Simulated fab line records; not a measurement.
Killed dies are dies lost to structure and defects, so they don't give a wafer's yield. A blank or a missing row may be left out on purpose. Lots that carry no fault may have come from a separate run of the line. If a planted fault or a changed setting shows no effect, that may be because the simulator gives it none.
Split-lot experiment || flow n5-finfet || 21 wafers read across 7 lots, on a route 1938 steps long

== THE SPLIT ==
At N5_FIN_CUT_COAT_29 (time 60 s, resist thk 10 nm), the setting spin-rpm was moved away from the recipe's 1500 rpm on 6 of the 21 wafers read, by -7.3% to +7.3%. All remaining wafers had this setting at the recipe value.

== FROM THE SPLIT TO THE READING: what the file shows between them, 4 steps ==
- N5_FIN_CUT_COAT_02: resist thk 30 nm
- N5_FIN_CUT_EBR_04
- N5_FIN_CUT_DESCUM_13: chemistry O2, time 7 s
- N5_FIN_CUT_ETCH_30: etches underlayer in N2/H2, target depth 13 nm, time 10.4 s

== THE READING ==
underlayer_of_FIN_CUT_COAT_29.thk-nm (the simulator's own value, which no gauge read), in nm, at N5_FIN_CUT_ETCH_20 (etches SiARC in CF4, target depth 26 nm, time 43.3 s). There is no usual value for it anywhere in the file. Here, 15 wafers ran the recipe; their average is 9.3 nm with a standard deviation of 0.088 nm.

{"wafer": "L076.2", "tool, chamber at the split": "litho-track-01, 0", "spin-rpm as run, rpm": 1500, "against the recipe": "recipe", "underlayer_of_FIN_CUT_COAT_29.thk-nm, nm": 9.2, "against lot-mates on the recipe": "-"}
{"wafer": "L076.5", "tool, chamber at the split": "litho-track-01, 0", "spin-rpm as run, rpm": 1500, "against the recipe": "recipe", "underlayer_of_FIN_CUT_COAT_29.thk-nm, nm": 9.2, "against lot-mates on the recipe": "-"}
{"wafer": "L076.6", "tool, chamber at the split": "litho-track-01, 0", "spin-rpm as run, rpm": 1500, "against the recipe": "recipe", "underlayer_of_FIN_CUT_COAT_29.thk-nm, nm": 9.2, "against lot-mates on the recipe": "-"}
{"wafer": "L079.1", "tool, chamber at the split": "litho-track-02, 0", "spin-rpm as run, rpm": 1390, "against the recipe": "-7.3%", "underlayer_of_FIN_CUT_COAT_29.thk-nm, nm": 9.6, "against lot-mates on the recipe": "+0.4"}
{"wafer": "L079.2", "tool, chamber at the split": "litho-track-02, 0", "spin-rpm as run, rpm": 1500, "against the recipe": "recipe", "underlayer_of_FIN_CUT_COAT_29.thk-nm, nm": 9.2, "against lot-mates on the recipe": "-"}
{"wafer": "L079.3", "tool, chamber at the split": "litho-track-02, 0", "spin-rpm as run, rpm": 1500, "against the recipe": "recipe", "underlayer_of_FIN_CUT_COAT_29.thk-nm, nm": 9.2, "against lot-mates on the recipe": "-"}
{"wafer": "L080.1", "tool, chamber at the split": "litho-track-02, 0", "spin-rpm as run, rpm": 1425, "against the recipe": "-5.0%", "underlayer_of_FIN_CUT_COAT_29.thk-nm, nm": 9.6, "against lot-mates on the recipe": "+0.4"}
{"wafer": "L080.3", "tool, chamber at the split": "litho-track-02, 0", "spin-rpm as run, rpm": 1500, "against the recipe": "recipe", "underlayer_of_FIN_CUT_COAT_29.thk-nm, nm": 9.2, "against lot-mates on the recipe": "-"}
{"wafer": "L080.6", "tool, chamber at the split": "litho-track-02, 0", "spin-rpm as run, rpm": 1500, "against the recipe": "recipe", "underlayer_of_FIN_CUT_COAT_29.thk-nm, nm": 9.2, "against lot-mates on the recipe": "-"}
{"wafer": "L083.4", "tool, chamber at the split": "litho-track-01, 0", "spin-rpm as run, rpm": 1500, "against the recipe": "recipe", "underlayer_of_FIN_CUT_COAT_29.thk-nm, nm": 9.4, "against lot-mates on the recipe": "-"}
{"wafer": "L083.5", "tool, chamber at the split": "litho-track-01, 0", "spin-rpm as run, rpm": 1500, "against the recipe": "recipe", "underlayer_of_FIN_CUT_COAT_29.thk-nm, nm": 9.2, "against lot-mates on the recipe": "-"}
{"wafer": "L083.6", "tool, chamber at the split": "litho-track-01, 0", "spin-rpm as run, rpm": 1609, "against the recipe": "+7.3%", "underlayer_of_FIN_CUT_COAT_29.thk-nm, nm": 9, "against lot-mates on the recipe": -0.3}
{"wafer": "L086.2", "tool, chamber at the split": "litho-track-03, 0", "spin-rpm as run, rpm": 1500, "against the recipe": "recipe", "underlayer_of_FIN_CUT_COAT_29.thk-nm, nm": 9.4, "against lot-mates on the recipe": "-"}
{"wafer": "L086.3", "tool, chamber at the split": "litho-track-03, 0", "spin-rpm as run, rpm": 1500, "against the recipe": "recipe", "underlayer_of_FIN_CUT_COAT_29.thk-nm, nm": 9.2, "against lot-mates on the recipe": "-"}
{"wafer": "L086.4", "tool, chamber at the split": "litho-track-03, 0", "spin-rpm as run, rpm": 1574, "against the recipe": "+4.9%", "underlayer_of_FIN_CUT_COAT_29.thk-nm, nm": 9, "against lot-mates on the recipe": -0.3}
{"wafer": "L091.1", "tool, chamber at the split": "litho-track-02, 0", "spin-rpm as run, rpm": 1570, "against the recipe": "+4.7%", "underlayer_of_FIN_CUT_COAT_29.thk-nm, nm": 9, "against lot-mates on the recipe": -0.2}
{"wafer": "L091.3", "tool, chamber at the split": "litho-track-02, 0", "spin-rpm as run, rpm": 1570, "against the recipe": "+4.7%", "underlayer_of_FIN_CUT_COAT_29.thk-nm, nm": 9, "against lot-mates on the recipe": -0.2}
{"wafer": "L091.2", "tool, chamber at the split": "litho-track-02, 0", "spin-rpm as run, rpm": 1500, "against the recipe": "recipe", "underlayer_of_FIN_CUT_COAT_29.thk-nm, nm": 9.2, "against lot-mates on the recipe": "-"}
{"wafer": "L092.3", "tool, chamber at the split": "litho-track-01, 0", "spin-rpm as run, rpm": 1500, "against the recipe": "recipe", "underlayer_of_FIN_CUT_COAT_29.thk-nm, nm": 9.4, "against lot-mates on the recipe": "-"}
{"wafer": "L092.5", "tool, chamber at the split": "litho-track-01, 0", "spin-rpm as run, rpm": 1500, "against the recipe": "recipe", "underlayer_of_FIN_CUT_COAT_29.thk-nm, nm": 9.4, "against lot-mates on the recipe": "-"}
{"wafer": "L092.4", "tool, chamber at the split": "litho-track-01, 0", "spin-rpm as run, rpm": 1500, "against the recipe": "recipe", "underlayer_of_FIN_CUT_COAT_29.thk-nm, nm": 9.2, "against lot-mates on the recipe": "-"}

FIT RESULTS
A straight line over all 21 wafers: underlayer_of_FIN_CUT_COAT_29.thk-nm changes by -0.0491 nm for each +1% of spin-rpm; r = -0.88; the points scatter about the line by 0.086 nm.
The same after taking each lot's own level away (the mean of its wafers on the recipe; 21 wafers): -0.0531 nm for each +1%; r = -0.92; scatter 0.07 nm.
Per that fit: largest spin-rpm move, reading shift of 0.39 nm.
The span of the lots' own levels, 9.20 to 9.33 nm, comes to 1.5 times the standard deviation stated above.
So the lot-to-lot level changes the slope little: the two slopes agree.
Check: for one of the wafers moved furthest among these (-7.3%), held out of the fit, the line's prediction against its lot-mates is +0.405 nm. Against them it came out at +0.4 nm.

== FURTHER SPLITS ON THESE WAFERS ==
Note: prior to the reading, these wafers also went through further splits. Each is held against what the fit with the lots' levels taken away leaves over:
{"other split on the same wafers": "N5_ZERO_LAYER_EXPOSE_08 dose-mj", "wafers away from the commonest value": 6, "r with underlayer_of_FIN_CUT_COAT_29.thk-nm (lot level and that fit taken away)": -0.28}
{"other split on the same wafers": "N5_ZERO_LAYER_DEVELOP_10 develop-time-s", "wafers away from the commonest value": 7, "r with underlayer_of_FIN_CUT_COAT_29.thk-nm (lot level and that fit taken away)": "+0.19"}
{"other split on the same wafers": "N5_FIN_SAQP_SPACER1_ALD_24 ald-cycles", "wafers away from the commonest value": 5, "r with underlayer_of_FIN_CUT_COAT_29.thk-nm (lot level and that fit taken away)": "+0.02"}
{"other split on the same wafers": "N5_FIN_SAQP_COAT_68 spin-rpm", "wafers away from the commonest value": 8, "r with underlayer_of_FIN_CUT_COAT_29.thk-nm (lot level and that fit taken away)": "+0.12"}

== THE WHOLE CHAIN: every reading that the file lists as answering this split, in the file's order ==
{"step": "N5_FIN_CUT_ETCH_30", "what it does": "etches underlayer in N2/H2, target depth 13 nm, time 10.4 s", "reading": "etch.depth-nm (the simulator's own value, which no gauge read)", "change (the file's fit)": "-0.0492 nm for each +1% of the setting", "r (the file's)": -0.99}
{"step": "N5_FIN_CUT_ETCH_20", "what it does": "etches SiARC in CF4, target depth 26 nm, time 43.3 s", "reading": "underlayer_of_FIN_CUT_COAT_29.thk-nm (the simulator's own value, which no gauge read)", "change (the file's fit)": "-0.0536 nm for each +1% of the setting", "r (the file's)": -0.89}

== FILE'S OWN FIT ==
underlayer_of_FIN_CUT_COAT_29.thk-nm changes by -0.0536 nm for each +1% of spin-rpm, r = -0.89.
